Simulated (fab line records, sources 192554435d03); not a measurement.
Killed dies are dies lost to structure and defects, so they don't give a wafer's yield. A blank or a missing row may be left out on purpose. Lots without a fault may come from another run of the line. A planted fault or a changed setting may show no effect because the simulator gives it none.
Which tool did it? | flow n5_finfet | 10 lots, 30 wafers sampled, at 3 steps of a route of 1938

WHAT THE GAUGES READ, wafer by wafer
N5_BEOL_M9_RS_MEAS_57: measures by four-point-probe.
lot  | measured     | on            | M9_RS (ohm/sq)
L123 | day 12 15:34 | film_metro-02 | 0.146 0.150 0.147
L125 | day 13 14:07 | film_metro-01 | 0.148 0.152 0.138
L129 | day 14 03:34 | film_metro-02 | 0.152 0.147 0.155
L130 | day 14 16:06 | film_metro-01 | 0.142 0.141 0.145
L126 | day 14 16:46 | film_metro-01 | 0.143 0.151 0.151
L133 | day 15 07:01 | film_metro-01 | 0.153 0.150 0.150
L134 | day 15 12:22 | film_metro-02 | 0.150 0.152 0.148
L142 | day 17 18:56 | film_metro-01 | 0.140 0.150 0.152
L144 | day 18 14:58 | film_metro-01 | 0.147 0.147 0.145
L143 | day 19 20:06 | film_metro-02 | 0.147 0.152 0.152

WHICH TOOL RAN EACH LOT (tool, then ch and the chambers of the sampled wafers, then the start)
lot  | N5_BEOL_M9_ETCH_41                            | N5_BEOL_M9_STRIP_80
L123 | rie_diel-03 ch 1,2,3, day 12 15:34 or earlier | rie_diel-03 ch 1,2,3, day 12 15:34 or earlier
L125 | rie_diel-03 ch 0,2,3, day 13 14:07 or earlier | rie_diel-03 ch 0,2,3, day 13 14:07 or earlier
L129 | rie_diel-06 ch 0,2,3, day 14 03:34 or earlier | rie_diel-06 ch 0,2,3, day 14 03:34 or earlier
L130 | rie_diel-06 ch 0,1, day 14 16:06 or earlier   | rie_diel-06 ch 0,1, day 14 16:06 or earlier
L126 | rie_diel-06 ch 1,2,3, day 14 16:46 or earlier | rie_diel-06 ch 1,2,3, day 14 16:46 or earlier
L133 | rie_diel-02 ch 1,2,3, day 15 07:01 or earlier | rie_diel-02 ch 1,2,3, day 15 07:01 or earlier
L134 | rie_diel-06 ch 0,2,3, day 15 12:22 or earlier | rie_diel-06 ch 0,2,3, day 15 12:22 or earlier
L142 | rie_diel-06 ch 0,1,2, day 17 18:56 or earlier | rie_diel-06 ch 0,1,2, day 17 18:56 or earlier
L144 | rie_diel-02 ch 0,1,3, day 18 14:58 or earlier | rie_diel-02 ch 0,1,3, day 18 14:58 or earlier
L143 | rie_diel-02 ch 0,2, day 19 20:06 or earlier   | rie_diel-02 ch 0,2, day 19 20:06 or earlier
- N5_BEOL_M9_ETCH_41: etches SiCN in CH3F/O2, target depth 36.6 nm, time 70.1 s.
- N5_BEOL_M9_STRIP_80: strips in N2/H2, time 10 s.

WHAT THE TOOLS THEMSELVES READ (means of the sampled wafers that have a number; where no wafer has one, the mark that the record gives instead)
N5_BEOL_M9_ETCH_41.
lot  | tool        | CH3F_flow_sccm (sccm) | drypump_motor_current_A (A) | oes_product_au (a.u.) | rf_vpp_V (V) | showerhead_plenum_p_Torr (Torr) | throttle_valve_pct (%)
L123 | rie_diel-03 | 30.00                 | 5.7                         | 0.80                  | 298.9        | 2.08                            | 16.38
L125 | rie_diel-03 | 29.98                 | 5.9                         | 0.83                  | 297.9        | 2.07                            | 16.09
L129 | rie_diel-06 | 30.06                 | 5.6                         | 0.82                  | 297.1        | 2.00                            | 16.15
L130 | rie_diel-06 | 30.03                 | 5.8                         | 0.92                  | 296.8        | 2.02                            | 15.99
L126 | rie_diel-06 | 30.04                 | 5.4                         | 0.88                  | 296.5        | 2.01                            | 16.07
L133 | rie_diel-02 | 29.91                 | 5.7                         | 0.73                  | 295.6        | 1.94                            | 16.35
L134 | rie_diel-06 | 29.95                 | 5.6                         | 0.80                  | 296.9        | 1.99                            | 16.18
L142 | rie_diel-06 | 29.98                 | 5.7                         | 0.83                  | 297.5        | 2.02                            | 16.07
L144 | rie_diel-02 | 30.10                 | 5.7                         | 0.77                  | 297.5        | 1.98                            | 16.35
L143 | rie_diel-02 | 30.04                 | 5.7                         | 0.76                  | 293.8        | 1.88                            | 16.51

N5_BEOL_M9_STRIP_80.
lot  | tool        | drypump_motor_current_A (A) | oes_product_au (a.u.) | rf_vpp_V (V) | showerhead_plenum_p_Torr (Torr) | throttle_valve_pct (%)
L123 | rie_diel-03 | 5.7                         | 0.80                  | 59.2         | 2.66                            | 24.0
L125 | rie_diel-03 | 5.9                         | 0.82                  | 59.5         | 2.64                            | 23.6
L129 | rie_diel-06 | 5.6                         | 0.82                  | 60.0         | 2.52                            | 23.1
L130 | rie_diel-06 | 5.7                         | 0.91                  | 59.3         | 2.56                            | 23.0
L126 | rie_diel-06 | 5.4                         | 0.88                  | 58.9         | 2.54                            | 23.1
L133 | rie_diel-02 | 5.7                         | 0.73                  | 59.0         | 2.45                            | 23.6
L134 | rie_diel-06 | 5.6                         | 0.81                  | 58.8         | 2.51                            | 23.1
L142 | rie_diel-06 | 5.6                         | 0.84                  | 59.3         | 2.55                            | 23.1
L144 | rie_diel-02 | 5.7                         | 0.76                  | 58.8         | 2.51                            | 23.9
L143 | rie_diel-02 | 5.7                         | 0.76                  | 58.4         | 2.35                            | 23.8

THE ANSWER, worked out from the rows above alone
Rule: what is usual is taken from the lots themselves. Put in order of their means at a reading, lots are off if they are a third of the lots or fewer, leave a main group of 4 or more, and stand apart from it by a gap of 3 or more times the standard deviation of the main group's means; of several such gaps the widest counts. A main group whose means are all the same, to the digits that the tables above print for the reading, isn't used. A lot without any number at a reading at which 4 lots or more have one is off too. The other lots that the step has rows for count as sound. The gauges are gone through in route order, then the tools' own readings, and for those a lot's mean is taken as printed above. The first step at which some lot is off is used, and at that step the reading that is off furthest; a lot without a number counts as furthest.
No lot is off at any reading shown: from this, nothing can be told.

WHAT THE SIMULATOR HAD PUT IN
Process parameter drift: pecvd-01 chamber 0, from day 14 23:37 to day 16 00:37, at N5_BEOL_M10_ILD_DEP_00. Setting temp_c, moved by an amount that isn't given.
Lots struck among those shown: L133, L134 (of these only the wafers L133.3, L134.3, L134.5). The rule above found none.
